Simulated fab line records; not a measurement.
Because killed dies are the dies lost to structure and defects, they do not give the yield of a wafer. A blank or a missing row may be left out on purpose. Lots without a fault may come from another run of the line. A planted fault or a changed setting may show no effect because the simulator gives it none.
fab line records | flow n5_finfet
[record] lots = 6 wafers = 18 last_day = 15
route steps=1938 shown BEOL_M6@1261 BEOL_M7@1263
lots that met no fault: from a run of the same line without faults
start_h: the number of hours between the record's first day and the start of the first shown wafer of the lot | wait_h: hours elapsed since this lot's preceding step | " repeats the value in the row above | L1.1+2: several wafers, shown together as one row | - no value, or no start was given | * or withheld: withheld | < > ~ a bound
route shown NAME@n: a module of which the file shows steps, and the number in the route of the first | usual: mean/standard deviation taken from wafers without a fault | same: alike in all rows | chamber/n: place in a boat | sites: the reading at each site | _std_site: the standard deviation of these | _edge_site: mean of outer sites minus mean of inner sites | radius_mm: how far each site lies from the wafer's centre | mask NAME#n: copy n | behind: the tool/chamber that last shaped the wafer | hold: cause of the lot's hold/its duration in hours/its outcome | device: whichever transistor did not switch (one of n, p or np) | end of line: the same wafers' tests at the end of the route | for a step that has no rows: nothing shown but its recipe | killed: count of dies lost to structure and defects at first sort (not the wafer's yield) | map: the dies of a wafer, with x for killed, . for not killed, _ for no die there
set.NAME: the setting that was run; set.NAME@STEP: the one run at that earlier step | model.NAME: the simulator's own value behind a step, which no gauge read
lots seen at some steps along the route; tables by step, rows by wafer
services: a tool's chamber out of use, with start hour (start_h, from the record's first day; less than 0 if before it), hours out, and reason
[[steps]]
[step N5_BEOL_M6_RS_MEAS_57]
[recipe] thk_meas_gauge = four-point-probe reads = Cu_of_BEOL_M6_ECD_50+Co_of_BEOL_M6_CVD_78+TaN_of_BEOL_M6_ALD_77
[usual] M6_RS = 0.288/0.0074
// columns lot.wafer tool chamber start_h wait_h M6_RS[ohm/sq]
L554.3 film_metro-02 - 190.32 0.1 0.302
L554.4 " - " " 0.296
L554.5 " - " " 0.298
L555.2 film_metro-02 - 192.02 0.1 0.279
L555.3 " - " " 0.283
L555.6 " - " " 0.273
L558.1 film_metro-01 - 200.93 0.1 0.305
L558.2 " - " " 0.296
L558.4 " - " " 0.294
L559.1 film_metro-02 - 213.37 0.1 0.287
L559.3 " - " " 0.286
L559.6 " - " " 0.279
L567.2 film_metro-02 - 250.80 0.1 0.280
L567.4 " - " " 0.296
L567.6 " - " " 0.286
L570.1 film_metro-01 - 287.51 0.1 0.288
L570.2 " - " " 0.296
L570.4 " - " " 0.289
[step N5_BEOL_M6_INSPECT_58]
[recipe] inspect_instrument = darkfield mode = post_dep
[usual] raw_defect_count = 70/23
// columns lot.wafer tool chamber start_h wait_h raw_defect_count
L554.3 defect_inspect-01 - 190.34 0.0 26
L554.4 " - " " 51
L554.5 " - " " 38
L555.2 defect_inspect-01 - 192.05 0.0 70
L555.3 " - " " 72
L555.6 " - " " 74
L558.1 defect_inspect-02 - 200.95 0.0 96
L558.2 " - " " 68
L558.4 " - " " 53
L559.1 defect_inspect-01 - 213.39 0.0 47
L559.3 " - " " 80
L559.6 " - " " 63
L567.2 defect_inspect-02 - 250.82 0.0 97
L567.4 " - " " 74
L567.6 " - " " 70
L570.1 defect_inspect-01 - 287.54 0.0 73
L570.2 " - " " 63
L570.4 " - " " 58
[step N5_BEOL_M7_ILD_DEP_00]
[recipe] material = SiCOH_lowk target_thk_a = 1797.5 temp_c = 300 precursor = DEMS/porogen pressure_torr = 5 rf_w = 500 time_s = 33.4
[usual] heater_power_w = 329/51 showerhead_plenum_p_Torr = 5.739/0.013 showerhead_vpp_V = 1401/64 throttle_valve_pct = 14.3/0.73
// columns lot.wafer tool chamber start_h wait_h heater_power_w showerhead_plenum_p_Torr showerhead_vpp_V throttle_valve_pct
L554.3 pecvd-01 1 190.38 0.0 251 5.739 1334 14.5
L554.4 " 2 " " 288 5.749 1528 15.5
L554.5 " 0 " " 352 5.726 1443 15.0
L555.2 pecvd-04 0 192.09 0.0 416 5.736 1322 14.3
L555.3 " 2 " " 363 5.747 1417 12.9
L555.6 " 2 " " 369 5.753 1429 13.0
L558.1 pecvd-03 1 200.99 0.0 324 5.765 1404 13.9
L558.2 " 2 " " 350 5.727 1342 13.5
L558.4 " 1 " " 321 5.767 1454 13.8
L559.1 pecvd-01 1 213.43 0.0 295 5.729 1313 14.7
L559.3 " 0 " " 344 5.711 1453 15.1
L559.6 " 0 " " 356 5.725 1428 15.2
L567.2 pecvd-03 1 250.86 0.0 344 5.762 1423 13.6
L567.4 " 0 " " 367 5.747 1321 14.1
L567.6 " 1 " " 340 5.770 1412 13.8
L570.1 pecvd-04 1 287.58 0.0 295 5.721 1397 14.3
L570.2 " 0 " " 392 5.749 1359 14.6
L570.4 " 0 " " 406 5.752 1346 14.7
[step N5_BEOL_M7_CURE_74]
[recipe] temp_c = 385 time_s = 240 ambient = He/Ar material = SiCOH_lowk
[usual] lamp_power_pct = 52.32/0.054 wafer_temp_C_max = 386.7/0.61
// columns lot.wafer tool chamber start_h wait_h lamp_power_pct wafer_temp_C_max
L554.3 uv_cure-01 0 190.60 0.2 52.32 386.0
L554.4 " 0 " " 52.25 386.8
L554.5 " 0 " " 52.39 386.4
L555.2 uv_cure-02 2 192.25 0.1 52.22 386.5
L555.3 " 2 " " 52.35 386.2
L555.6 " 2 " " 52.20 386.2
L558.1 uv_cure-01 2 201.06 0.0 52.30 386.6
L558.2 " 2 " " 52.34 387.6
L558.4 " 2 " " 52.33 387.1
L559.1 uv_cure-02 2 213.52 0.1 52.34 386.0
L559.3 " 2 " " 52.35 386.1
L559.6 " 2 " " 52.24 386.4
L567.2 uv_cure-02 1 251.01 0.1 52.38 386.8
L567.4 " 1 " " 52.28 386.8
L567.6 " 1 " " 52.27 386.5
L570.1 uv_cure-02 0 287.64 0.0 52.32 387.2
L570.2 " 0 " " 52.31 386.9
L570.4 " 0 " " 52.26 388.1
[step N5_BEOL_M7_THK_MEAS_01]
[recipe] reads = SiCOH_lowk_of_BEOL_M7_ILD_DEP_00
[usual] M7_ILD_THK = 154.9/2
// columns lot.wafer tool chamber start_h wait_h M7_ILD_THK[nm]
L554.3 film_metro-01 - 190.96 0.3 154.0
L554.4 " - " " 156.2
L554.5 " - " " 156.4
L555.2 film_metro-01 - 192.68 0.4 151.0
L555.3 " - " " 152.4
L555.6 " - " " 154.3
L558.1 film_metro-01 - 201.57 0.4 154.2
L558.2 " - " " 154.0
L558.4 " - " " 155.4
L559.1 film_metro-02 - 215.47 1.6 151.8
L559.3 " - " " 157.2
L559.6 " - " " 157.3
L567.2 film_metro-02 - 251.44 0.4 154.8
L567.4 " - " " 155.6
L567.6 " - " " 157.4
L570.1 film_metro-02 - 288.15 0.4 155.4
L570.2 " - " " 154.1
L570.4 " - " " 157.2
[step N5_BEOL_M7_PECVD_70]
[recipe] material = SiO2 target_thk_a = 200 temp_c = 400 precursor = TEOS/O2 pressure_torr = 5.5 rf_w = 450 teos_flow_sccm = 53.8 gas = O2 flow_sccm = 3000 time_s = 22.7
[usual] heater_power_w = 743/84 showerhead_plenum_p_Torr = 8.78/0.054 showerhead_vpp_V = 1324/65 throttle_valve_pct = 22.9/1.1
// columns lot.wafer tool chamber start_h wait_h heater_power_w showerhead_plenum_p_Torr showerhead_vpp_V throttle_valve_pct
L554.3 pecvd-03 2 190.99 0.0 782 8.70 1278 22.0
L554.4 " 2 " " 806 8.70 1259 21.9
L554.5 " 0 " " 864 8.80 1254 22.8
L555.2 pecvd-01 2 192.72 0.0 641 8.81 1436 25.1
L555.3 " 1 " " 624 8.76 1261 23.5
L555.6 " 2 " " 641 8.78 1428 25.3
L558.1 pecvd-01 2 201.61 0.0 706 8.82 1430 25.1
L558.2 " 1 " " 584 8.75 1259 23.7
L558.4 " 0 " " 819 8.76 1369 24.5
L559.1 pecvd-03 1 215.51 0.0 745 8.88 1359 22.0
L559.3 " 2 " " 767 8.72 1287 22.0
L559.6 " 0 " " 761 8.80 1232 22.8
L567.2 pecvd-01 2 251.48 0.0 698 8.79 1434 21.8
L567.4 " 0 " " 775 8.75 1356 24.9
L567.6 " 2 " " 697 8.79 1426 21.8
L570.1 pecvd-01 0 288.19 0.0 705 8.76 1396 24.9
L570.2 " 2 " " 683 8.79 1436 21.9
L570.4 " 1 " " 663 8.73 1250 23.5
[step N5_BEOL_M7_HM_DEP_02]
[recipe] material = TiN target_thk_a = 200 temp_c = 25 chamber_pressure_pa = 0.49996
[usual] throttle_valve_pct = 29.7/0.92
// columns lot.wafer tool chamber start_h wait_h throttle_valve_pct
L554.3 pvd_sputter-02 - 191.67 0.7 29.8
L554.4 " - " " 30.8
L554.5 " - " " 30.4
L555.2 pvd_sputter-01 - 194.50 1.8 30.3
L555.3 " - " " 28.9
L555.6 " - " " 30.3
L558.1 pvd_sputter-01 - 201.69 0.1 30.3
L558.2 " - " " 29.2
L558.4 " - " " 30.1
L559.1 pvd_sputter-03 - 215.86 0.3 31.6
L559.3 " - " " 30.9
L559.6 " - " " 31.1
L567.2 pvd_sputter-03 - 251.78 0.3 31.4
L567.4 " - " " 30.7
L567.6 " - " " 29.6
L570.1 pvd_sputter-01 - 288.56 0.4 28.6
L570.2 " - " " 28.9
L570.4 " - " " 30.1
[step N5_BEOL_M7_COAT_59]
[recipe] resist = SOC temp_c = 250 time_s = 60 spin_rpm = 1500 resist_thk_nm = 100
[step N5_BEOL_M7_COAT_60]
[recipe] resist = SiARC temp_c = 220 time_s = 60 spin_rpm = 1500 resist_thk_nm = 35
[step N5_BEOL_M7_COAT_05]
[recipe] resist = CAR-ArF spin_rpm = 1500 resist_thk_nm = 90
[step N5_BEOL_M7_EBR_07]
[recipe] solvent = PGMEA ebr_width_mm = 1.5
[step N5_BEOL_M7_SOFTBAKE_06]
[recipe] temp_c = 110 time_s = 60 resist = CAR-ArF
[step N5_BEOL_M7_EXPOSE_08]
[recipe] mask_id = M7 na = 1.35 source_shape = dipole sigma_inner = 0.817 sigma_outer = 0.97 polarization = te dose_mj = 68.25
[usual] exposure_dose_mJ_cm2 = 68.20/0.065 reticle_temp_C = 23.00/0.1
// columns lot.wafer tool chamber start_h wait_h mask exposure_dose_mJ_cm2 reticle_temp_C
L554.3 arfi_scanner-02 0 192.05 - M7#0 68.27 22.94
L554.4 " 0 " " M7#0 68.19 22.92
L554.5 " 0 " " M7#0 68.12 22.92
L555.2 arfi_scanner-03 0 194.87 - M7#0 68.24 23.19
L555.3 " 0 " " M7#0 68.23 23.03
L555.6 " 0 " " M7#0 68.20 23.15
L558.1 arfi_scanner-03 0 201.93 - M7#0 68.19 23.07
L558.2 " 0 " " M7#0 68.06 23.08
L558.4 " 0 " " M7#0 68.17 23.03
L559.1 arfi_scanner-01 0 216.10 - M7#0 68.23 22.98
L559.3 " 0 " " M7#0 68.16 22.97
L559.6 " 0 " " M7#0 68.22 22.92
L567.2 arfi_scanner-02 0 252.16 - M7#0 69.15 22.92
L567.4 " 0 " " M7#0 69.13 22.73
L567.6 " 0 " " M7#0 69.23 22.94
L570.1 arfi_scanner-02 0 288.93 - M7#0 68.95 22.68
L570.2 " 0 " " M7#0 68.84 23.04
L570.4 " 0 " " M7#0 68.94 23.07
[step N5_BEOL_M7_PEB_09]
[recipe] peb_temp_c = withheld peb_time_s = 60 resist = CAR-ArF
[step N5_BEOL_M7_DEVELOP_10]
[recipe] develop_time_s = 30 developer = TMAH resist = CAR-ArF rinse_liquid = diw dry = air_spin dev_temp_c = 23
[step N5_BEOL_M7_CD_MEAS_11]
[recipe] target_cd_nm = 38.5 landing_energy_ev = 500 detector = se_inlens polarity = opening
[usual] cd_nm = 38.5/0.44
// columns lot.wafer tool chamber start_h wait_h cd_nm
L554.3 cd_sem-01 0 192.17 - 39.1
L554.4 " 0 " " 38.5
L554.5 " 0 " " 39.2
L555.2 cd_sem-03 0 195.00 - 37.8
L555.3 " 0 " " 38.3
L555.6 " 0 " " 37.6
L558.1 cd_sem-02 0 202.06 - 38.3
L558.2 " 0 " " 37.9
L558.4 " 0 " " 37.7
L559.1 cd_sem-01 0 216.23 - 38.5
L559.3 " 0 " " 38.5
L559.6 " 0 " " 38.9
L567.2 cd_sem-02 0 252.28 - 39.3
L567.4 " 0 " " 39.3
L567.6 " 0 " " 40.0
L570.1 cd_sem-02 0 289.06 - 39.8
L570.2 " 0 " " 39.3
L570.4 " 0 " " 39.4
[step N5_BEOL_M7_OVL_MEAS_12]
[recipe] points_per_wafer = 44
[usual] M7_OVL = 0.0/0.57
// columns lot.wafer tool chamber start_h wait_h M7_OVL[nm]
L554.3 overlay-01 0 192.20 0.0 -0.2
L554.4 " 0 " " -0.3
L554.5 " 0 " " 0.0
L555.2 overlay-02 0 195.02 0.0 0.3
L555.3 " 0 " " 0.2
L555.6 " 0 " " 0.9
L558.1 overlay-01 0 202.09 0.0 0.9
L558.2 " 0 " " -0.2
L558.4 " 0 " " 1.2
L559.1 overlay-01 0 216.26 0.0 -0.3
L559.3 " 0 " " -0.7
L559.6 " 0 " " -0.3
L567.2 overlay-01 0 252.31 0.0 -0.9
L567.4 " 0 " " -0.5
L567.6 " 0 " " -0.6
L570.1 overlay-01 0 289.09 0.0 0.0
L570.2 " 0 " " 0.5
L570.4 " 0 " " 0.4
[step N5_BEOL_M7_INSPECT_13]
[recipe] mode = adi inspect_instrument = brightfield
[usual] raw_defect_count = 418/92
// columns lot.wafer tool chamber start_h wait_h raw_defect_count
L554.3 defect_inspect-01 - 192.22 0.0 319
L554.4 " - " " 267
L554.5 " - " " 350
L555.2 defect_inspect-02 - 195.05 0.0 753
L555.3 " - " " 527
L555.6 " - " " 402
L558.1 defect_inspect-01 - 202.12 0.0 515
L558.2 " - " " 507
L558.4 " - " " 448
L559.1 defect_inspect-02 - 216.28 0.0 398
L559.3 " - " " 383
L559.6 " - " " 348
L567.2 defect_inspect-01 - 252.34 0.0 549
L567.4 " - " " 389
L567.6 " - " " 484
L570.1 defect_inspect-02 - 289.11 0.0 340
L570.2 " - " " 430
L570.4 " - " " 386
[step N5_BEOL_M7_DESCUM_16]
[recipe] chemistry = O2 time_s = 7.9 source_power_w = 50 bias_power_w = 20 pressure_mtorr = 20 rf_frequency_hz = 2.712e+07 temp_c = 40 resist = CAR-ArF o2_flow_sccm = 225
[usual] drypump_motor_current_A = 5.6/0.44 oes_product_au = 0.82/0.078 rf_vpp_V = 243.6/1.5 showerhead_plenum_p_Torr = 2.12/0.082 throttle_valve_pct = 20.43/0.21
// columns lot.wafer tool chamber start_h wait_h drypump_motor_current_A oes_product_au rf_hours_counter_h rf_vpp_V showerhead_plenum_p_Torr throttle_valve_pct
L554.3 rie_diel-04 1 192.25 0.0 5.7 0.85 74 241.6 2.04 20.15
L554.4 " 0 " " 5.8 0.68 - 244.2 2.14 20.55
L554.5 " 1 " " 5.7 0.84 - 242.4 2.04 20.14
L555.2 rie_diel-01 0 195.08 0.0 5.1 0.87 49 244.5 2.23 20.48
L555.3 " 3 " " 5.4 0.88 48 244.4 2.13 20.38
L555.6 " 3 " " 5.4 0.88 - 243.8 2.13 20.37
L558.1 rie_diel-03 2 202.15 0.0 5.4 0.82 88 245.8 2.21 20.75
L558.2 " 0 " " 5.2 0.69 243 240.0 1.98 20.70
L558.4 " 1 " " 5.9 0.85 48 244.5 2.13 20.37
L559.1 rie_diel-01 1 216.88 0.6 6.0 0.85 43 245.2 2.23 19.99
L559.3 " 0 " " 5.0 0.86 58 244.2 2.22 20.48
L559.6 " 0 " " 5.1 0.86 - 245.2 2.22 20.48
L567.2 rie_diel-01 0 252.88 0.5 5.1 0.84 71 245.9 2.22 20.53
L567.4 " 3 " " 5.4 0.84 71 244.1 2.12 20.40
L567.6 " 0 " " 5.1 0.84 - 244.1 2.22 20.50
L570.1 rie_diel-04 3 289.15 0.0 6.5 0.69 236 241.8 1.98 20.56
L570.2 " 2 " " 5.7 0.98 2 245.1 2.15 20.33
L570.4 " 0 " " 5.8 0.93 11 243.7 2.13 20.19
[step N5_BEOL_M7_ETCH_61]
[recipe] chemistry = CF4 target = SiARC target_depth_a = 455 mask_material = CAR-ArF time_s = 75.8 ion_energy_ev = 80 pressure_mtorr = 40 source_w = 545 bias_w = 36 Ar_flow_sccm = 100 cf4_flow_sccm = 100 ends = cleared
[step N5_BEOL_M7_ETCH_62]
[recipe] chemistry = N2/H2 target = SOC target_depth_a = 1100 overetch_a = 220 mask_material = SiARC temp_c = 40 time_s = 165 ion_energy_ev = 200 pressure_mtorr = 30 source_w = 840 bias_w = 150 n2_flow_sccm = 200 h2_flow_sccm = 200
[usual] bias_w = 150.1/0.43 drypump_motor_current_A = 5.6/0.44 oes_product_au = 0.70/0.063 rf_vpp_V = 524.7/2.7 showerhead_plenum_p_Torr = 2.57/0.096 throttle_valve_pct = 17.79/0.21
// columns lot.wafer tool chamber start_h wait_h bias_w drypump_motor_current_A oes_product_au rf_hours_counter_h rf_vpp_V showerhead_plenum_p_Torr throttle_valve_pct model.BEOL_M7.cd_offset_nm
L554.3 rie_diel-04 1 192.35 0.0 149.5 5.7 0.70 75 522.7 2.47 17.55 0.2
L554.4 " 0 " " 149.8 5.8 0.57 - 524.9 2.61 18.00 0
L554.5 " 1 " " 149.5 5.8 0.70 - 521.2 2.47 17.55 0.6
L555.2 rie_diel-01 0 195.17 0.0 150.5 5.1 0.73 49 528.8 2.70 17.90 -0.4
L555.3 " 3 " " 149.8 5.4 0.74 49 525.2 2.59 17.72 -0.2
L555.6 " 3 " " 149.7 5.4 0.73 - 524.1 2.59 17.72 -0.6
L558.1 rie_diel-03 2 202.24 0.0 150.2 5.4 0.71 88 526.9 2.67 18.07 -0.2
L558.2 " 0 " " 150.0 5.3 0.59 243 518.4 2.40 18.06 -0.4
L558.4 " 1 " " 150.0 5.9 0.73 48 525.4 2.58 17.69 -1
L559.1 rie_diel-01 1 216.97 0.0 150.5 5.9 0.72 43 526.3 2.69 17.33 0
L559.3 " 0 " " 150.1 5.1 0.72 59 528.0 2.69 17.90 0
L559.6 " 0 " " 150.3 5.1 0.72 - 528.6 2.69 17.90 0.4
L567.2 rie_diel-01 0 252.97 0.0 150.4 5.0 0.71 71 526.1 2.69 17.92 1
L567.4 " 3 " " 150.5 5.4 0.71 71 525.1 2.58 17.77 1
L567.6 " 0 " " 149.8 5.1 0.70 - 528.7 2.69 17.93 1
L570.1 rie_diel-04 3 289.24 0.0 150.5 6.5 0.59 236 521.2 2.40 17.91 0.8
L570.2 " 2 " " 149.5 5.7 0.83 2 526.9 2.60 17.57 0.8
L570.4 " 0 " " 150.5 5.8 0.79 11 525.6 2.60 17.60 0.6
[step N5_BEOL_M7_STRIP_68]
[recipe] chemistry = N2/H2 temp_c = 40 n2_flow_sccm = 200 h2_flow_sccm = 200 rf_frequency_hz = 6e+07
[[services]]
// columns tool chamber start_h hours kind
arfi_scanner-03 - 174.95 1.3 pm
rie_diel-04 0 179.56 5.8 repair
rie_diel-04 3 185.77 45.5 repair
uv_cure-01 - 191.32 7.5 pm
arfi_scanner-03 - 203.05 2.1 repair
arfi_scanner-03 - 210.26 74.2 repair
arfi_scanner-02 - 217.32 1.0 pm
arfi_scanner-02 - 219.54 3.7 repair
rie_diel-04 - 226.56 15.6 pm
arfi_scanner-02 - 227.53 3.1 pm
arfi_scanner-02 - 232.71 0.2 repair
arfi_scanner-02 - 239.50 1.3 pm
pecvd-01 - 240.01 0.7 repair
rie_diel-04 1 246.44 6.6 repair
rie_diel-04 2 248.61 3.7 repair
pecvd-03 - 255.30 4.5 repair
arfi_scanner-02 - 255.88 17.3 pm
uv_cure-01 - 269.13 2.1 pm
rie_diel-01 0 269.66 2.1 repair
pecvd-01 1 275.40 12.4 repair
rie_diel-01 0 275.75 4.7 repair
arfi_scanner-02 - 277.01 1.5 repair
rie_diel-03 3 282.13 10.9 repair
arfi_scanner-03 - 284.50 1.0 pm
[[key]]
[first_sign] step = N5_BEOL_M7_EXPOSE_08 reading = exposure_dose_mJ_cm2 direction = up sigmas = 13 usual = 68.20 struck = 69.04
[effect] step = N5_BEOL_M7_CD_MEAS_11 reading = cd_nm direction = up sigmas = 2.4 usual = 38.5 struck = 39.5 through = control_loop
[model_effect] step = N5_BEOL_M7_ETCH_62 value = BEOL_M7.cd_offset_nm without = 0.3 struck = 0.8667
met_at N5_BEOL_M7_EXPOSE_08
struck_wafers L567.2,L567.4,L567.6,L570.1,L570.2,L570.4
[loop_trim] step = N5_BEOL_M7_EXPOSE_08 setting = dose lots = L567,L570
onset_between 192.05 252.16
[fault] kind = process_parameter_drift tool = arfi_scanner-02 chamber = - onset_h = 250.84 steps = N5_BEOL_M7_EXPOSE_08 channel = dose_mj offset = 1.1523 shape = step acts_in = these_recipes_only stated = 68.25
// loop_trim: a control loop set the setting to another value than it would have without faults
